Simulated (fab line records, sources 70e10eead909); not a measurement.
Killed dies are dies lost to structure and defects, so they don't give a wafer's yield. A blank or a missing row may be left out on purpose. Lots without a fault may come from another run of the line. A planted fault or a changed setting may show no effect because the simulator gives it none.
fab line records | flow nand_harc
record lots=6 wafers=17 last_day=33
route steps=1302 shown A_STAIRCASE@822 END@1302
lots that met no fault: from a run of the same line without faults
start_h: hours from the record's first day to the start of the lot's first wafer shown | wait_h: hours since the lot's step before | " the same as in the row above | L1.1+2: a row that stands for several wafers | - no value, or no start given | * or withheld: withheld | < > ~ a bound
route shown NAME@n: a module of which the file shows steps, and the number in the route of the first | usual: mean/standard deviation of fault-free wafers | same: alike in all rows | chamber/n: place in a boat | sites: the reading at each site | _std_site: their standard deviation | _edge_site: outer sites' mean less inner sites' | radius_mm: how far each site lies from the wafer's centre | mask NAME#n: copy n | behind: the tool/chamber that last shaped the wafer | hold: why the lot was held/for how many hours/how that ended | device: the transistor (n, p or np) that didn't switch | end of line: the same wafers' tests at the end of the route | a step without rows: its recipe alone | killed: dies lost to structure and defects at the first sort, not the wafer's yield | map: a wafer's dies, x killed, . not, _ none there
set.NAME: the setting as run; set.NAME@STEP: as run at that earlier step | model.NAME: the simulator's own value behind a step, which no gauge read
lots at some steps of the route; a table a step, a row a wafer
services: from which hour (start_h, from the record's first day; less than 0 if before it) a tool's chamber was out of use, for how many hours, and why
## steps
# step NHARC_A_STAIRCASE_COAT_304
# recipe spin_rpm=1200
# step NHARC_A_STAIRCASE_SOFTBAKE_305
# recipe temp_c=135 time_s=170
# step NHARC_A_STAIRCASE_EBR_306
# step NHARC_A_STAIRCASE_EXPOSE_307
# recipe na=0.5 dose_mj=45.72 mask_id=CHOP_50
# step NHARC_A_STAIRCASE_PEB_308
# recipe peb_temp_c=115 peb_time_s=130
# step NHARC_A_STAIRCASE_DEVELOP_309
# recipe time_s=140
# step NHARC_A_STAIRCASE_HARDBAKE_311
# recipe temp_c=120 time_s=140
# step NHARC_A_STAIRCASE_DESCUM_312
# recipe time_s=3 o2_flow_sccm=200 ar_flow_sccm=0 bias_power_w=0 chemistry=O2
# usual drypump_motor_current_A=5.7/0.46 oes_product_au=0.998/0.011 rf_vpp_V=57.9/0.89 showerhead_plenum_p_Torr=1.93/0.096 throttle_valve_pct=11.311/0.0095
# columns lot.wafer tool chamber start_h wait_h drypump_motor_current_A oes_product_au rf_hours_counter_h rf_vpp_V showerhead_plenum_p_Torr throttle_valve_pct
L286.1 rie_diel-10 0 392.65 - 5.5 1.020 52 58.2 1.98 11.327
L286.3 " 2 " " 5.1 0.999 48 59.0 1.77 11.320
L286.5 " 2 " " 5.1 1.006 - 57.7 1.77 11.318
L288.2 rie_diel-02 0 412.79 - 6.0 0.978 3 56.9 1.80 11.323
L288.5 " 0 " " 6.0 0.971 - 56.8 1.80 11.313
L288.6 " 1 " " 5.3 0.990 - 57.1 2.03 11.314
L303.4 rie_diel-02 0 558.78 - 6.0 0.985 53 56.2 1.78 11.304
L303.2 " 3 " " 5.3 0.996 54 56.9 1.88 11.308
L303.6 " 1 " " 5.3 1.001 - 57.6 2.02 11.282
L304.2 rie_diel-02 3 569.64 - 5.3 1.000 56 56.8 1.88 11.325
L304.6 " 0 " " 6.0 0.981 - 56.9 1.78 11.317
L306.4 rie_diel-11 0 588.30 - 5.3 1.007 44 59.6 2.01 11.302
L306.3 " 3 " " 6.2 1.004 42 56.8 1.80 11.306
L306.5 " 1 " " 5.4 1.007 - 57.6 1.94 11.304
L308.2 rie_diel-11 3 606.94 - 6.3 1.003 45 58.3 1.80 11.311
L308.1 " 1 " " 5.4 1.019 48 59.1 1.94 11.318
L308.5 " 0 " " 5.3 0.990 - 59.3 2.01 11.326
# step NHARC_A_STAIRCASE_ETCH_313
# recipe cf4_flow_sccm=100 chf3_flow_sccm=30 ar_flow_sccm=0 rf_w=500 bias_w=200 chemistry=CF4/CHF3
# usual chf3_flow_sccm=30.00/0.082 drypump_motor_current_A=5.7/0.45 oes_product_au=0.931/0.018 rf_vpp_V=371.0/2.5 showerhead_plenum_p_Torr=1.59/0.074 throttle_valve_pct=16.802/0.0088
# columns lot.wafer tool chamber start_h wait_h chf3_flow_sccm drypump_motor_current_A oes_product_au rf_hours_counter_h rf_vpp_V showerhead_plenum_p_Torr throttle_valve_pct
L286.1 rie_diel-10 2 392.74 0.1 30.02 5.1 0.931 48 366.7 1.46 16.818
L286.3 " 0 " " 30.07 5.5 0.940 52 372.3 1.63 16.794
L286.5 " 3 " " 30.01 6.7 0.927 - 372.3 1.63 16.791
L288.2 rie_diel-02 1 412.87 0.1 29.91 5.3 0.930 3 373.1 1.67 16.787
L288.6 " 1 " " 29.91 5.3 0.920 - 372.8 1.67 16.799
L288.5 " 2 " " 29.85 6.2 0.923 - 372.2 1.62 16.800
L303.2 rie_diel-02 3 558.87 0.1 29.98 5.3 0.927 54 370.3 1.55 16.799
L303.4 " 1 " " 29.98 5.3 0.914 55 373.4 1.65 16.803
L303.6 " 0 " " 29.85 6.0 0.914 - 367.5 1.47 16.790
L304.2 rie_diel-02 1 569.75 0.1 30.06 5.3 0.976 57 373.1 1.65 16.788
L304.6 " 0 " " 30.01 6.0 0.942 - 367.1 1.47 16.804
L306.3 rie_diel-11 2 588.38 0.1 29.95 6.1 0.926 38 374.5 1.69 16.802
L306.4 " 3 " " 29.97 6.2 0.925 42 367.2 1.49 16.813
L306.5 " 2 " " 30.01 6.1 0.931 - 374.3 1.69 16.800
L308.1 rie_diel-11 2 607.05 0.1 29.94 6.1 0.923 42 374.4 1.69 16.787
L308.2 " 3 " " 30.03 6.2 0.907 45 368.1 1.48 16.807
L308.5 " 0 " " 30.02 5.4 0.917 - 373.4 1.65 16.804
# step NHARC_A_STAIRCASE_HM_OPEN_463
# recipe o2_flow_sccm=400 cos_flow_sccm=20 ar_flow_sccm=0 rf_w=500 bias_w=300 chemistry=O2/COS
# usual drypump_motor_current_A=5.7/0.45 oes_product_au=0.998/0.0097 rf_vpp_V=468/3.2 showerhead_plenum_p_Torr=3.16/0.14 throttle_valve_pct=28.330/0.0096
# columns lot.wafer tool chamber start_h wait_h drypump_motor_current_A oes_product_au rf_hours_counter_h rf_vpp_V showerhead_plenum_p_Torr throttle_valve_pct
L286.1 rie_diel-10 3 - - 6.7 1.005 51 468 3.24 28.339
L286.3 " 2 " " 5.1 0.998 48 463 2.90 28.344
L286.5 " 0 " " 5.5 1.011 - 470 3.23 28.340
L288.2 rie_diel-02 0 - - 6.0 0.975 3 464 2.95 28.326
L288.6 " 2 " " 6.2 1.003 - 470 3.22 28.344
L288.5 " 3 " " 5.3 1.010 - 467 3.10 28.329
L303.2 rie_diel-02 2 - - 6.3 0.984 57 469 3.20 28.339
L303.4 " 0 " " 6.0 0.991 53 463 2.92 28.323
L303.6 " 2 " " 6.3 0.987 - 469 3.20 28.341
L304.2 rie_diel-02 0 - - 6.0 0.977 56 463 2.92 28.328
L304.6 " 1 " " 5.4 0.986 - 469 3.28 28.339
L306.3 rie_diel-11 1 - - 5.4 1.004 44 468 3.17 28.328
L306.4 " 2 " " 6.0 1.012 38 472 3.35 28.330
L306.5 " 0 " " 5.4 0.993 - 471 3.28 28.324
L308.2 rie_diel-11 3 - - 6.3 1.004 45 464 2.94 28.321
L308.1 " 1 " " 5.4 1.010 48 469 3.17 28.313
L308.5 " 0 " " 5.4 0.993 - 471 3.27 28.318
# step NHARC_A_STAIRCASE_STRIP_464
# recipe o2_flow_sccm=400 cos_flow_sccm=20 ar_flow_sccm=0 bias_w=0 chemistry=O2/COS
# step NHARC_A_STAIRCASE_ETCH_453
# recipe target_depth_a=300 overetch_a=30 time_s=16.5 ion_energy_ev=100 cf4_flow_sccm=80 o2_flow_sccm=20 ar_flow_sccm=0 rf_w=300 bias_w=100 chemistry=CF4/O2
# usual drypump_motor_current_A=5.8/0.46 oes_product_au=0.998/0.0095 rf_vpp_V=198.3/1.6 run_length_s=37.6/0.48 showerhead_plenum_p_Torr=1.35/0.063 throttle_valve_pct=13.398/0.0088
# columns lot.wafer tool chamber start_h wait_h drypump_motor_current_A oes_product_au rf_hours_counter_h rf_vpp_V run_length_s showerhead_plenum_p_Torr throttle_valve_pct
L286.1 rie_diel-10 0 393.27 - 5.5 1.001 52 199.6 37.7 1.38 13.379
L286.3 " 2 " " 5.1 0.994 48 196.0 38.6 1.24 13.405
L286.5 " 0 " " 5.5 0.998 - 198.3 38.0 1.38 13.379
L288.2 rie_diel-02 3 413.33 - 5.3 1.001 3 198.0 37.2 1.33 13.401
L288.6 " 0 " " 6.0 0.976 - 196.2 38.1 1.26 13.405
L288.5 " 1 " " 5.3 0.994 - 198.2 38.4 1.42 13.412
L303.4 rie_diel-02 0 559.33 - 6.0 0.987 53 195.9 39.8 1.25 13.402
L303.2 " 2 " " 6.2 0.998 57 198.8 40.0 1.37 13.393
L303.6 " 1 " " 5.3 0.995 - 199.7 40.3 1.40 13.402
L304.2 rie_diel-02 1 570.19 - 5.3 1.007 57 199.3 40.0 1.40 13.389
L304.6 " 2 " " 6.2 0.997 - 198.0 40.1 1.37 13.421
L306.4 rie_diel-11 3 588.83 - 6.2 1.008 42 197.2 38.7 1.26 13.398
L306.3 " 2 " " 6.1 1.008 38 200.2 37.3 1.44 13.388
L306.5 " 0 " " 5.4 1.001 - 199.3 37.2 1.40 13.418
L308.1 rie_diel-11 1 607.51 - 5.4 1.019 48 198.5 38.3 1.35 13.399
L308.2 " 2 " " 6.1 1.000 42 198.8 37.4 1.44 13.404
L308.5 " 1 " " 5.4 1.016 - 198.6 37.5 1.36 13.391
# step NHARC_A_STAIRCASE_ETCH_315
# recipe target_depth_a=25000 time_s=607.1 ion_energy_ev=800 c4f8_flow_sccm=80 o2_flow_sccm=60 ar_flow_sccm=withheld rf_w=600 bias_w=3000 chemistry=C4F8/O2/Ar
# usual oes_product_au=0.932/0.0092 rf_vpp_V=1829/12 run_length_s=628.3/0.49
# columns lot.wafer tool chamber start_h wait_h oes_product_au rf_hours_counter_h rf_vpp_V run_length_s
L286.3 rie_diel-10 3 - - 0.923 51 1836 627.9
L286.1 " 0 " " 0.928 52 1834 628.2
L286.5 " 2 " " 0.933 - 1809 629.0
L288.2 rie_diel-02 2 - - 0.936 3 1836 628.4
L288.6 " 3 " " 0.930 - 1824 628.0
L288.5 " 0 " " 0.910 - 1813 628.5
L303.2 rie_diel-02 0 - - 0.921 53 1809 628.5
L303.4 " 3 " " 0.941 54 1823 627.9
L303.6 " 1 " " 0.930 - 1840 628.7
L304.2 rie_diel-02 3 - - 0.947 56 1823 627.6
L304.6 " 0 " " 0.940 - 1809 628.3
L306.3 rie_diel-11 3 - - 0.943 42 1812 628.9
L306.4 " 0 " " 0.928 44 1840 627.8
L306.5 " 2 " " 0.929 - 1845 628.0
L308.1 rie_diel-11 2 - - 0.926 42 1845 627.9
L308.2 " 3 " " 0.922 45 1812 628.9
L308.5 " 1 " " 0.950 - 1830 628.1
# step NHARC_END_SORT_01
# recipe temp_c=25
# usual killed_at_array=55/12 killed_at_other=1.0/1.2 killed_at_periphery=3.9/2.6 killed_dies=60/12 killed_open=3.3/1.9 killed_short=2.5/1.8
# same gross_dies=677
# columns lot.wafer tool chamber start_h wait_h killed_at_array killed_at_other killed_at_periphery killed_dies killed_open killed_short
L288.2 prober-02 0 587.31 2.8 77 2 4 83 3 3
L288.5 prober-02 0 589.70 3.7 81 2 5 88 4 0
L288.6 prober-02 0 590.50 4.0 80 3 2 85 2 1
# killed by level:class
L288.2 A_SLIT:chamber_film_flake=24 A_CHANNEL_HOLE_D1:chamber_film_flake=22 A_CHANNEL_HOLE_D2:chamber_film_flake=20 A_STAIRCASE:chamber_film_flake=4 P_GATE:chamber_film_flake=2 A_CONTACT:chamber_film_flake=2 THIN_TSV:chamber_film_flake=2 P_M0:geometric_particle:open=1
L288.5 A_SLIT:chamber_film_flake=29 A_CHANNEL_HOLE_D1:chamber_film_flake=26 A_CHANNEL_HOLE_D2:chamber_film_flake=20 P_STI:chamber_film_flake=3 A_CONTACT:chamber_film_flake=2 A_CHANNEL_FILL_D1:geometric_particle:open=1 A_CHANNEL_FILL_D2:geometric_particle:open=1 A_M0:geometric_particle:open=1
L288.6 A_CHANNEL_HOLE_D2:chamber_film_flake=29 A_SLIT:chamber_film_flake=23 A_CHANNEL_HOLE_D1:chamber_film_flake=20 THIN_TSV:chamber_film_flake=3 A_STAIRCASE:chamber_film_flake=2 A_WL_FILL:chamber_film_flake=2 A_CONTACT:chamber_film_flake=2 P_CONTACT:geometric_particle:short=1
## services
# columns tool chamber start_h hours kind
rie_diel-02 0 375.34 - clean
rie_diel-02 1 375.34 - clean
rie_diel-02 2 375.34 - clean
rie_diel-02 3 375.34 - clean
rie_diel-10 1 384.00 18.2 repair
rie_diel-02 - 394.10 9.0 pm
rie_diel-02 0 394.10 9.0 vent_cycle
rie_diel-02 1 394.10 9.0 vent_cycle
rie_diel-02 2 394.10 9.0 vent_cycle
rie_diel-02 3 394.10 9.0 vent_cycle
rie_diel-02 0 403.10 - clean
rie_diel-02 0 403.10 - consumable_replace:focus_ring
rie_diel-02 1 403.10 - clean
rie_diel-02 2 403.10 - clean
rie_diel-10 - 421.83 9.0 pm
rie_diel-11 - 434.43 9.0 pm
rie_diel-10 1 444.88 5.8 repair
rie_diel-11 2 494.38 2.8 repair
rie_diel-02 - 529.25 1.3 repair
rie_diel-11 2 531.46 11.6 repair
rie_diel-10 3 562.48 11.0 repair
rie_diel-02 - 571.15 9.0 pm
rie_diel-10 - 601.03 9.0 pm
rie_diel-02 0 602.62 32.6 repair
## key
first_sign step=NHARC_A_STAIRCASE_ETCH_453 reading=run_length_s direction=up sigmas=5.1 usual=* struck=*
effect none on later readings
met_at NHARC_A_STAIRCASE_ETCH_453
struck_wafers L303.2,L303.4,L303.6,L304.2,L304.6
tester_left_out L303,L304
onset_between 413.33 559.33
fault kind=process_parameter_drift tool=rie_diel-02 chamber=- onset_h=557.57 steps=NHARC_A_STAIRCASE_ETCH_453 channel=time_s offset=* shape=step end_h=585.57 acts_in=* stated=*
# tester_left_out: of these lots the tester's yield and bins aren't shown, on N5 and GAA mostly nor the transistor test; their killed dies are dies lost to structure and defects alone, not to doping, threshold or leakage, so they don't give the yield
